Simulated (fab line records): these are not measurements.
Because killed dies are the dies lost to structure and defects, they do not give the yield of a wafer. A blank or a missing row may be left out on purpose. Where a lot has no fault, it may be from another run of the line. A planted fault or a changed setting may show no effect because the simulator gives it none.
Chamber matching	flow nand-harc	NHARC_A_STAIRCASE_DESCUM_219 on rie-diel-09: 4 sister chambers
The step chemistry O2, time 3 s. 8 wafers are shown with their chamber, then 8 later ones without.

== EACH WAFER AND ITS CHAMBER ==
wafer	chamber	drypump-motor-current-A (A)	showerhead-plenum-p-Torr (Torr)
L080.5	0	5.5	2.01
L087.6	1	6.7	2.00
L094.2	0	5.5	2.00
L094.4	1	6.7	2.00
L093.2	2	5.4	1.92
L093.3	3	5.7	1.84
L093.6	3	5.8	1.84
L096.2	2	5.4	1.92

== WAFERS MISSING THEIR CHAMBER ==
wafer	drypump-motor-current-A (A)	showerhead-plenum-p-Torr (Torr)
L096.4	6.8	2.00
L096.5	5.5	2.00
L095.1	5.7	1.84
L095.2	5.5	2.00
L095.3	5.4	1.92
L095.4	6.7	2.00
L095.5	5.4	1.92
L095.6	5.7	1.84

== CHAMBER TAKEN BY EACH ==
wafer	from the rows above	in truth
L096.4	1	1
L096.5	0	0
L095.1	3	3
L095.2	0	0
L095.3	2	2
L095.4	1	1
L095.5	2	2
L095.6	3	3
Correct placement for 8 of the 8. Not placeable from these rows: 0. 0 placed wrongly.
How it was worked out, from the rows above alone: a wafer's distance from a chamber is the root of the sum, over the readings, of the square of ((its reading less the chamber's mean) divided by the reading's scatter). The wafer belongs to the nearest chamber; if the next one is less than 2 further off, it can't be placed. The mean given for a chamber averages the wafers shown for that chamber. The scatter is the square root of a quotient: the sum, over the shown wafers, of each reading's squared deviation from its chamber's mean, divided by wafers minus chambers.
